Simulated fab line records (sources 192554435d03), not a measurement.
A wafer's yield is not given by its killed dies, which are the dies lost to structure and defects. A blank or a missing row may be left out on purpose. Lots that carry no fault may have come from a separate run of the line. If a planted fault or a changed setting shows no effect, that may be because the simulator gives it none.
Which tool did it?	flow n5_finfet	69 wafers from 23 lots sampled at 6 of the route's 1938 steps

== WHAT THE GAUGES SHOWED, per wafer ==
The record lacks any reading of a measuring or inspecting step that a usual standard deviation could be used to judge.

== WHAT TOOL EACH LOT RAN ON (gives the tool, then ch and the chambers of the sampled wafers, and finally the start) ==
lot	N5_BEOL_M3_ILD_DEP_00	N5_BEOL_M3_ETCH_64	N5_BEOL_M3_HM_OPEN_17	N5_BEOL_M3_ETCH_77	N5_BEOL_M3_STRIP_97	N5_BEOL_M3_ANNEAL_89
L074	pecvd-04 ch 0,2, day 7 01:19	rie_diel-06 ch 0,1,3, day 7 02:46	rie_metal-03 ch 0,1, day 7 02:55	rie_diel-05 ch 1,2, day 7 03:35	rie_diel-02 ch 1,2, day 7 14:28 or earlier	pvd_sputter-03, day 7 14:28
L075	pecvd-02 ch 0,1, day 7 06:13	rie_diel-05 ch 0,1,2, day 7 07:25	rie_metal-02 ch 0,1, day 7 07:34	rie_diel-06 ch 1,2, day 7 08:22	rie_diel-05 ch 0,1,2, day 8 08:37 or earlier	pvd_sputter-02, day 8 08:37
L076	pecvd-03 ch 0,1, day 7 10:01	rie_diel-02 ch 0,1,3, day 7 13:05	rie_metal-02 ch 0,1, day 7 13:16	rie_diel-02 ch 0,1,3, day 7 14:02	rie_diel-02 ch 1,2,3, day 8 00:02 or earlier	pvd_sputter-03, day 8 00:02
L077	pecvd-04 ch 0,1,2, day 8 00:34	rie_diel-02 ch 0,3, day 8 01:56	rie_metal-03 ch 1, day 8 02:06	rie_diel-06 ch 1,2, day 8 02:46	rie_diel-06 ch 0,3, day 8 11:35 or earlier	pvd_sputter-01, day 8 11:35
L078	pecvd-03 ch 0,1,2, day 8 07:12	rie_diel-06 ch 0,1,3, day 8 09:47	rie_metal-01 ch 0,1, day 8 09:57	rie_diel-06 ch 0,1,3, day 8 11:04	rie_diel-06 ch 0,1,3, day 8 14:15 or earlier	pvd_sputter-02, day 8 14:15
L079	pecvd-04 ch 0,1, day 8 22:19	rie_diel-02 ch 0,1,2, day 9 01:01	rie_metal-01 ch 0, day 9 01:12	rie_diel-05 ch 1,3, day 9 01:52	rie_diel-05 ch 0,1,3, day 9 05:19 or earlier	pvd_sputter-02, day 9 05:19
L082	pecvd-03 ch 0,1, day 9 01:31	rie_diel-05 ch 0,1,3, day 9 04:05	rie_metal-03 ch 0, day 9 04:14	rie_diel-06 ch 1,2, day 9 05:01	rie_diel-06 ch 1,2, day 9 10:08 or earlier	pvd_sputter-01, day 9 10:08
L081	pecvd-04 ch 0,1,2, day 9 04:16	rie_diel-06 ch 0,2,3, day 9 06:38	rie_metal-03 ch 0, day 9 06:48	rie_diel-02 ch 1,2, day 9 07:41	rie_diel-02 ch 0,1, day 9 18:36 or earlier	pvd_sputter-03, day 9 18:36
L083	pecvd-02 ch 0,2, day 9 05:53	rie_diel-05 ch 0,1, day 9 07:03	rie_metal-01 ch 0,1, day 9 07:13	rie_diel-06 ch 0,1,2, day 9 08:02	rie_diel-06 ch 0,1,2, day 9 21:40 or earlier	pvd_sputter-03, day 9 21:40
L084	pecvd-02 ch 0,1,2, day 9 10:10	rie_diel-02 ch 0,1,2, day 9 12:29	rie_metal-01 ch 0,1, day 9 12:39	rie_diel-06 ch 0,3, day 9 13:34	rie_diel-05 ch 0,1,2, day 9 21:26 or earlier	pvd_sputter-01, day 9 21:26
L085	pecvd-03 ch 0,1,2, day 10 00:59	rie_diel-05 ch 0,2, day 10 08:09	rie_metal-01 ch 0,1, day 10 08:20	rie_diel-05 ch 0,3, day 10 10:08	rie_diel-06 ch 0,1,2, day 10 13:13 or earlier	pvd_sputter-01, day 10 13:13
L087	pecvd-03 ch 0,1, day 10 12:41	rie_diel-05 ch 1,3, day 10 15:41	rie_metal-03 ch 1, day 10 15:51	rie_diel-05 ch 0,1,2, day 10 16:44	rie_diel-05 ch 0,1, day 11 01:23 or earlier	pvd_sputter-03, day 11 01:23
L086	pecvd-03 ch 0,1,2, day 10 16:35	rie_diel-02 ch 1,3, day 10 17:47	rie_metal-02 ch 0,1, day 10 17:59	rie_diel-06 ch 0,1,2, day 10 18:56	rie_diel-06 ch 1,2,3, day 11 02:50 or earlier	pvd_sputter-01, day 11 02:50
L088	pecvd-04 ch 0,1,2, day 10 17:56	rie_diel-06 ch 1,3, day 10 19:20	rie_metal-02 ch 0,1, day 10 19:30	rie_diel-06 ch 1,3, day 10 20:24	rie_diel-05 ch 0,1, day 11 06:55 or earlier	pvd_sputter-01, day 11 06:55
L089	pecvd-02 ch 0,2, day 11 00:21	rie_diel-02 ch 1,3, day 11 04:01	rie_metal-01 ch 0,1, day 11 04:11	rie_diel-02 ch 0,1,3, day 11 05:28	rie_diel-02 ch 0,3, day 11 09:23 or earlier	pvd_sputter-02, day 11 09:23
L090	pecvd-04 ch 0,1, day 11 04:05	rie_diel-06 ch 0,3, day 11 05:34	rie_metal-03 ch 0,1, day 11 05:43	rie_diel-02 ch 1,3, day 11 06:30	rie_diel-06 ch 0,2,3, day 11 09:32 or earlier	pvd_sputter-03, day 11 09:32
L091	pecvd-03 ch 0,1, day 11 08:24	rie_diel-06 ch 0,2,3, day 11 11:02	rie_metal-01 ch 1, day 11 11:13	rie_diel-02 ch 0,1,3, day 11 11:52	rie_diel-05 ch 0,1,3, day 11 18:07 or earlier	pvd_sputter-03, day 11 18:07
L092	pecvd-04 ch 0,1,2, day 11 13:08	rie_diel-06 ch 2,3, day 11 15:43	rie_metal-01 ch 0,1, day 11 15:53	rie_diel-06 ch 0,1,2, day 11 16:34	rie_diel-06 ch 0,1, day 11 21:16 or earlier	pvd_sputter-01, day 11 21:16
L093	pecvd-04 ch 0,2, day 11 19:22	rie_diel-06 ch 1,3, day 11 23:23	rie_metal-02 ch 0, day 11 23:33	rie_diel-05 ch 1,2, day 12 01:07	rie_diel-06 ch 0,2,3, day 12 15:29 or earlier	pvd_sputter-02, day 12 15:29
L094	pecvd-03 ch 1,2, day 11 22:22	rie_diel-05 ch 2,3, day 12 00:24	rie_metal-03 ch 0, day 12 00:34	rie_diel-05 ch 1,2,3, day 12 01:28	rie_diel-02 ch 1, day 12 21:59 or earlier	pvd_sputter-03, day 12 21:59
L095	pecvd-02 ch 1,2, day 12 03:29	rie_diel-06 ch 0,3, day 12 06:55	rie_metal-03 ch 0,1, day 12 07:06	rie_diel-06 ch 0,2,3, day 12 09:15	rie_diel-06 ch 0,3, day 12 20:08 or earlier	pvd_sputter-03, day 12 20:08
L096	pecvd-03 ch 0,2, day 12 07:55	rie_diel-02 ch 0,1, day 12 09:29	rie_metal-01 ch 0, day 12 09:40	rie_diel-06 ch 1,2,3, day 12 10:19	rie_diel-02 ch 0,3, day 13 01:11 or earlier	pvd_sputter-03, day 13 01:11
L097	pecvd-03 ch 0,1,2, day 13 05:22	rie_diel-06 ch 0,2,3, day 13 06:18	rie_metal-02 ch 0,1, day 13 06:28	rie_diel-02 ch 0,1,3, day 13 07:23	rie_diel-06 ch 0,2,3, day 13 15:52 or earlier	pvd_sputter-03, day 13 15:52
- N5_BEOL_M3_ILD_DEP_00: deposits SiOC from DEMS/O2, target thk 79 nm, time 15.3 s.
- N5_BEOL_M3_ETCH_64: etches SOC in N2/H2, target depth 75 nm, overetch 15 nm, time 112.5 s.
- N5_BEOL_M3_HM_OPEN_17: chemistry Cl2/BCl3, target TiN, target depth 20 nm, overetch 6 nm.
- N5_BEOL_M3_ETCH_77: etches underlayer in N2/H2, target depth 6.5 nm, time 5.2 s.
- N5_BEOL_M3_STRIP_97: strips in N2/H2, time 10 s.
- N5_BEOL_M3_ANNEAL_89: time 240 s.

== AS READ BY THE TOOLS THEMSELVES (means over the sampled wafers that have a number; for cases with no such wafer, the mark the record gives instead) ==
N5_BEOL_M3_ILD_DEP_00.
lot	tool	heater_power_w (W)	showerhead_plenum_p_Torr (Torr)	throttle_valve_pct (%)
L074	pecvd-04	422	5.688	12.6
L075	pecvd-02	493	5.692	12.5
L076	pecvd-03	424	5.696	11.1
L077	pecvd-04	409	5.687	12.2
L078	pecvd-03	432	5.699	11.2
L079	pecvd-04	441	5.706	12.3
L082	pecvd-03	433	5.707	11.1
L081	pecvd-04	435	5.694	12.1
L083	pecvd-02	470	5.668	11.9
L084	pecvd-02	476	5.679	11.9
L085	pecvd-03	420	5.708	11.1
L087	pecvd-03	408	5.701	11.1
L086	pecvd-03	416	5.707	11.4
L088	pecvd-04	439	5.693	12.2
L089	pecvd-02	434	5.679	12.5
L090	pecvd-04	495	5.693	12.9
L091	pecvd-03	426	5.706	11.1
L092	pecvd-04	481	5.696	12.3
L093	pecvd-04	461	5.686	12.9
L094	pecvd-03	413	5.701	11.1
L095	pecvd-02	449	5.682	11.7
L096	pecvd-03	430	5.705	11.5
L097	pecvd-03	419	5.705	11.4

N5_BEOL_M3_ETCH_64.
lot	tool	drypump_motor_current_A (A)	oes_product_au (a.u.)	rf_vpp_V (V)	showerhead_plenum_p_Torr (Torr)	throttle_valve_pct (%)
L074	rie_diel-06	6.2	0.69	522.7	2.50	17.70
L075	rie_diel-05	5.7	0.62	520.0	2.41	17.73
L076	rie_diel-02	5.8	0.60	522.5	2.45	17.62
L077	rie_diel-02	5.9	0.64	522.2	2.47	17.57
L078	rie_diel-06	6.1	0.67	522.0	2.50	17.73
L079	rie_diel-02	5.6	0.60	524.5	2.53	17.78
L082	rie_diel-05	5.7	0.62	523.3	2.51	17.93
L081	rie_diel-06	6.1	0.67	524.7	2.58	17.64
L083	rie_diel-05	5.5	0.64	520.9	2.45	17.67
L084	rie_diel-02	5.6	0.60	523.3	2.53	17.78
L085	rie_diel-05	5.7	0.65	521.0	2.42	17.43
L087	rie_diel-05	5.6	0.57	522.1	2.49	18.29
L086	rie_diel-02	6.1	0.58	520.3	2.40	17.67
L088	rie_diel-06	6.0	0.61	521.0	2.43	17.86
L089	rie_diel-02	6.1	0.61	521.3	2.42	17.62
L090	rie_diel-06	6.4	0.70	522.5	2.52	17.50
L091	rie_diel-06	6.1	0.66	523.7	2.57	17.66
L092	rie_diel-06	6.1	0.67	523.5	2.55	17.51
L093	rie_diel-06	6.0	0.60	521.5	2.43	17.87
L094	rie_diel-05	6.0	0.60	522.8	2.54	17.99
L095	rie_diel-06	6.3	0.68	524.4	2.54	17.68
L096	rie_diel-02	5.7	0.55	521.8	2.42	17.73
L097	rie_diel-06	6.1	0.64	524.1	2.57	17.69

N5_BEOL_M3_HM_OPEN_17.
lot	tool	drypump_motor_current_A (A)	oes_product_au (a.u.)	throttle_valve_pct (%)
L074	rie_metal-03	6.2	0.51	22.28
L075	rie_metal-02	5.6	0.74	21.47
L076	rie_metal-02	5.3	0.70	21.53
L077	rie_metal-03	6.2	0.51	22.44
L078	rie_metal-01	5.5	0.68	21.81
L079	rie_metal-01	5.8	0.72	21.50
L082	rie_metal-03	6.2	0.52	22.19
L081	rie_metal-03	6.2	0.51	22.20
L083	rie_metal-01	5.5	0.69	21.78
L084	rie_metal-01	5.5	0.68	21.80
L085	rie_metal-01	5.5	0.67	21.82
L087	rie_metal-03	6.2	0.79	21.97
L086	rie_metal-02	5.6	0.69	21.51
L088	rie_metal-02	5.3	0.68	21.53
L089	rie_metal-01	5.6	0.71	21.65
L090	rie_metal-03	6.2	0.83	21.78
L091	rie_metal-01	5.3	0.66	21.95
L092	rie_metal-01	5.5	0.67	21.80
L093	rie_metal-02	5.9	0.71	21.47
L094	rie_metal-03	6.2	0.82	21.70
L095	rie_metal-03	6.2	0.80	21.79
L096	rie_metal-01	5.8	0.71	21.50
L097	rie_metal-02	5.6	0.68	21.53

N5_BEOL_M3_ETCH_77.
lot	tool	drypump_motor_current_A (A)	etch_rf_on_time_s (s)	oes_product_au (a.u.)	rf_vpp_V (V)	showerhead_plenum_p_Torr (Torr)	throttle_valve_pct (%)
L074	rie_diel-05	5.6	4.96	0.63	520.8	2.40	18.1
L075	rie_diel-06	5.7	5.27	0.63	524.5	2.58	17.9
L076	rie_diel-02	5.8	5.03	0.67	521.4	2.45	17.6
L077	rie_diel-06	5.7	5.26	0.63	523.9	2.58	17.9
L078	rie_diel-06	6.2	5.25	0.72	521.7	2.50	17.7
L079	rie_diel-05	5.7	5.07	0.62	522.0	2.49	18.3
L082	rie_diel-06	5.6	5.28	0.61	525.5	2.58	18.0
L081	rie_diel-02	5.8	5.08	0.68	524.5	2.59	17.9
L083	rie_diel-06	5.9	5.39	0.65	525.1	2.55	17.9
L084	rie_diel-06	6.4	5.13	0.77	523.2	2.53	17.5
L085	rie_diel-05	5.8	5.28	0.68	523.8	2.59	17.9
L087	rie_diel-05	5.7	5.03	0.66	519.3	2.40	17.8
L086	rie_diel-06	5.9	5.40	0.65	524.6	2.54	17.9
L088	rie_diel-06	6.2	5.01	0.73	521.4	2.46	17.6
L089	rie_diel-02	5.8	4.95	0.65	521.8	2.44	17.7
L090	rie_diel-02	6.1	4.94	0.67	521.1	2.42	17.7
L091	rie_diel-02	5.8	5.01	0.64	522.1	2.44	17.7
L092	rie_diel-06	5.9	5.39	0.64	522.8	2.54	18.0
L093	rie_diel-05	5.7	4.99	0.61	519.4	2.38	18.2
L094	rie_diel-05	5.8	5.21	0.62	520.8	2.46	18.1
L095	rie_diel-06	6.1	5.38	0.69	524.4	2.57	17.7
L096	rie_diel-06	5.9	5.22	0.66	522.7	2.51	17.8
L097	rie_diel-02	5.8	5.04	0.63	521.1	2.44	17.7

N5_BEOL_M3_STRIP_97.
lot	tool	drypump_motor_current_A (A)	oes_product_au (a.u.)	rf_vpp_V (V)	showerhead_plenum_p_Torr (Torr)	throttle_valve_pct (%)
L074	rie_diel-02	5.9	0.75	58.1	2.49	23.6
L075	rie_diel-05	5.7	0.78	59.1	2.41	23.6
L076	rie_diel-02	6.0	0.79	59.8	2.51	23.6
L077	rie_diel-06	6.4	0.92	59.6	2.53	23.4
L078	rie_diel-06	6.2	0.85	59.1	2.49	23.6
L079	rie_diel-05	5.7	0.79	58.6	2.51	23.8
L082	rie_diel-06	5.7	0.73	58.5	2.49	23.9
L081	rie_diel-02	5.5	0.72	59.4	2.47	23.4
L083	rie_diel-06	5.9	0.78	59.1	2.54	23.8
L084	rie_diel-05	5.7	0.77	58.1	2.40	23.6
L085	rie_diel-06	5.9	0.78	59.2	2.54	23.8
L087	rie_diel-05	5.5	0.75	59.4	2.42	23.9
L086	rie_diel-06	5.9	0.78	59.3	2.52	23.7
L088	rie_diel-05	5.5	0.80	57.7	2.44	23.5
L089	rie_diel-02	5.6	0.76	59.2	2.49	23.4
L090	rie_diel-06	6.1	0.83	58.8	2.57	23.6
L091	rie_diel-05	5.7	0.78	59.1	2.50	23.8
L092	rie_diel-06	6.0	0.75	58.6	2.45	23.9
L093	rie_diel-06	6.1	0.82	59.2	2.56	23.6
L094	rie_diel-02	6.0	0.67	58.7	2.37	23.5
L095	rie_diel-06	6.4	0.85	59.5	2.51	23.4
L096	rie_diel-02	5.9	0.79	58.7	2.45	23.5
L097	rie_diel-06	6.1	0.80	60.0	2.56	23.6

N5_BEOL_M3_ANNEAL_89.
lot	tool	heater_power_w (W)
L074	pvd_sputter-03	890
L075	pvd_sputter-02	790
L076	pvd_sputter-03	950
L077	pvd_sputter-01	790
L078	pvd_sputter-02	817
L079	pvd_sputter-02	837
L082	pvd_sputter-01	802
L081	pvd_sputter-03	888
L083	pvd_sputter-03	936
L084	pvd_sputter-01	780
L085	pvd_sputter-01	731
L087	pvd_sputter-03	893
L086	pvd_sputter-01	851
L088	pvd_sputter-01	789
L089	pvd_sputter-02	808
L090	pvd_sputter-03	922
L091	pvd_sputter-03	938
L092	pvd_sputter-01	707
L093	pvd_sputter-02	817
L094	pvd_sputter-03	883
L095	pvd_sputter-03	934
L096	pvd_sputter-03	922
L097	pvd_sputter-03	926

== THE ANSWER, worked out from the rows above alone ==
Rule: the lots themselves supply what counts as usual. The widest of any qualifying gaps counts: lots, ordered by their means at a reading, are off when they make up no more than a third of the lots, leave a main group of 4 or more, and stand apart from it by 3 or more times the standard deviation of that group's means. A main group whose means are all the same, to the digits that the tables above print for the reading, isn't used. A lot without any number at a reading at which 4 lots or more have one is off too. All remaining lots with rows at the step are treated as sound. First the gauges in route order, then the tools' own readings, where a lot's mean is used as printed above. At the first step where some lot is off, the reading lying furthest off is the one used; lots without a number count as furthest.
No lot is off at any reading shown: from this, nothing can be told.

== WHAT WAS PUT IN BY THE SIMULATOR ==
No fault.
